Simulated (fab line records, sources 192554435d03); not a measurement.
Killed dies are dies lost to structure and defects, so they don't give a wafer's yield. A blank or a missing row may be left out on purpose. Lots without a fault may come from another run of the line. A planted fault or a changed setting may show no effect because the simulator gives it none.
A struck lot beside a sound one | flow n5_finfet | 38 steps out of a route of 1938
Sound: wafers L510.2, L510.4, L510.5. Struck: wafer L515.3. (L515.5, L515.6 of the same lot were not struck and are left out.) The cause comes at the end.
At each step with rows: each side's tool, then ch and its chambers, then its first start. Under that, the readings that differ: sound wafers | struck wafers | difference of the means | sigmas: that difference in standard deviations of wafers without a fault.
alike: readings whose means differ by less than 2 such deviations, and words and numbers that are the same on both sides. not compared: withheld readings, readings that some wafer has no value for, bounds like >300 that may hide the same value, and numbers for which the record gives no deviation and whose values overlap.
The two part at a step that has a row with sigmas, a row that says differs or no value, or rows on one side only. Numbers that don't overlap but have no deviation are shown without sigmas and don't part them. A reading that every wafer of one side lacks parts them only if that side has two wafers or more.

first, 9 steps without rows for these wafers: N5_FIN_CUT_COAT_02 (resist thk 30 nm); N5_FIN_CUT_EBR_04; N5_FIN_CUT_SOFTBAKE_03 (time 60 s); N5_FIN_CUT_EXPOSE_05 (exposes mask FIN CUT); N5_FIN_CUT_PEB_06 (peb time 60 s); N5_FIN_CUT_DEVELOP_07 (develop time 30 s); N5_FIN_CUT_DESCUM_13 (chemistry O2, time 7 s); N5_FIN_CUT_ETCH_30 (etches underlayer in N2/H2, target depth 13 nm, time 10.4 s); N5_FIN_CUT_ETCH_20 (etches SiARC in CF4, target depth 26 nm, time 43.3 s).
N5_FIN_CUT_ETCH_21: etches SOC in N2/H2, target depth 219 nm, overetch 43.8 nm, time 523.5 s.
  sound on rie_diel-06 ch 0,2,3, day 3 22:07; struck on rie_diel-05 ch 2, day 5 02:53
  reading                                    | sound          | struck | difference | sigmas
  model.SiARC_of_FIN_CUT_COAT_19.thk_nm (nm) | 11.8 11.8 12.2 | 7      | -5         |
  model.FIN_CUT.cd_offset_nm (nm)            | 0 -0.4 -0.6    | 3.2    | +3.5       |
  alike: drypump_motor_current_A, oes_product_au, rf_vpp_V, showerhead_plenum_p_Torr, throttle_valve_pct
  not compared: rf_hours_counter_h
then, 7 steps without rows for these wafers: N5_FIN_CUT_STRIP_23 (strips in N2/H2); N5_FIN_CUT_STRIP_31 (strips in N2/H2); N5_FIN_CUT_STRIP_24 (strips in CF4); N5_FIN_CUT_CUT_ETCH_26 (etches SiNx in CH3F/O2, target depth 39 nm, time 55.7 s); N5_FIN_CUT_CUT_ETCH_27 (etches SiO2 in CHF3/O2, target depth 4 nm, overetch 2 nm, time 4.9 s); N5_FIN_CUT_PRECLEAN_35 (cleans in vHF, time 13.3 s); N5_FIN_CUT_CUT_ETCH_15 (etches Si in HBr/Cl2/O2, target depth 100 nm, bt time 10 s, time 42.4 s).
N5_FIN_CUT_CUT_ETCH_28: etches Si in HBr/Cl2/O2, target depth 6 nm, time 2.4 s.
  sound on rie_si-06 ch 0,1, day 3 22:43; struck on rie_si-06 ch 3, day 5 03:29
  reading                         | sound             | struck | difference | sigmas
  throttle_valve_pct (%)          | 36.92 37.69 37.70 | 36.72  | -0.72      | -3
  model.FIN_CUT.cd_offset_nm (nm) | 0 -0.4 -0.6       | 3.8    | +4.1       |
  alike: drypump_motor_current_A, oes_product_au
  not compared: rf_hours_counter_h
then, 19 steps without rows for these wafers: N5_FIN_CUT_STRIP_22 (strips in N2/H2); N5_FIN_CUT_PRECLEAN_36 (cleans in O3/DIW, time 60 s); N5_FIN_CUT_SRD_32 (time 30 s); N5_FIN_CUT_UV_OZONE_34 (time 120 s); N5_STI_FIN_REVEAL_ALD_00 (deposits SiO2, target thk 1 nm, pulse time 1 s); N5_STI_FIN_REVEAL_ALD_14 (deposits Si3N4, target thk 3 nm); N5_STI_FIN_REVEAL_FCVD_FILL_01 (material SiO2 flowable, target thk 312 nm, time 512.2 s); N5_STI_FIN_REVEAL_DENSIFY_02 (time 1800 s); N5_STI_FIN_REVEAL_CMP_04 (polishes, stops on Si3N4, t overpolish 4 s, target thk 131.83 nm); N5_STI_FIN_REVEAL_DENSIFY_30; N5_STI_FIN_REVEAL_ETCHBACK_08 (etches SiO2 in C4F6/O2, target depth 30.5 nm, time 10.167 s); N5_STI_FIN_REVEAL_STRIP_24 (strips in N2/H2, time 90 s); N5_STI_FIN_REVEAL_PRECLEAN_25 (cleans in SPM, time 90 s); N5_STI_FIN_REVEAL_PRECLEAN_26 (cleans in SC1, time 45 s); N5_STI_FIN_REVEAL_PRECLEAN_29 (cleans in DHF, time 30 s); N5_STI_FIN_REVEAL_SRD_12 (time 30 s); N5_STI_FIN_REVEAL_RECESS_09 (chemistry HF/NH3, target SiO2, afs cycles 11, target depth 42.5 nm, sublimation time 60 s); N5_STI_FIN_REVEAL_STRIP_16 (strips SiNx in H3PO4, target depth 23.8 nm); N5_STI_FIN_REVEAL_PRECLEAN_17 (cleans in NF3:NH3, afs cycles 1, time 20 s, sublimation time 60 s).
-- the record jumps here: 12 days lie between the struck wafers' starts before and after (it left off in module STI_FIN_REVEAL and takes up again in module PASSIVATION, whose first step shown is number 1936 of the route) --
N5_PASSIVATION_PROBE_49:
  sound on prober-01, day 15 08:57; struck on prober-02, day 16 17:13
  reading                  | sound          | struck | difference | sigmas
  defect_limited_yield (%) | 88.0 90.5 93.2 | 85.5   | -5.1       | -3
  killed_at_front_end      | 74 47 43       | 89     | +34        | +3
  killed_dies              | 142 112 80     | 171    | +60        | +3
  killed_on_rim            | 23 11 10       | 37     | +22        | +5
  sort_n_pass              | 1038 1068 1100 | 1009   | -60        | -3
  sort_yield_pct (%)       | 88.0 90.5 93.2 | 85.5   | -5.1       | -3
  alike: killed_at_M0_to_M3, killed_at_M4_up, killed_at_contacts, killed_at_other, killed_open, killed_short, sort_bin_5_function, sort_bin_6_memory, sort_bin_8_speed

WHERE THEY PART
First at N5_FIN_CUT_CUT_ETCH_28; last, within this record, at N5_PASSIVATION_PROBE_49.

WHY: what the simulator had put in
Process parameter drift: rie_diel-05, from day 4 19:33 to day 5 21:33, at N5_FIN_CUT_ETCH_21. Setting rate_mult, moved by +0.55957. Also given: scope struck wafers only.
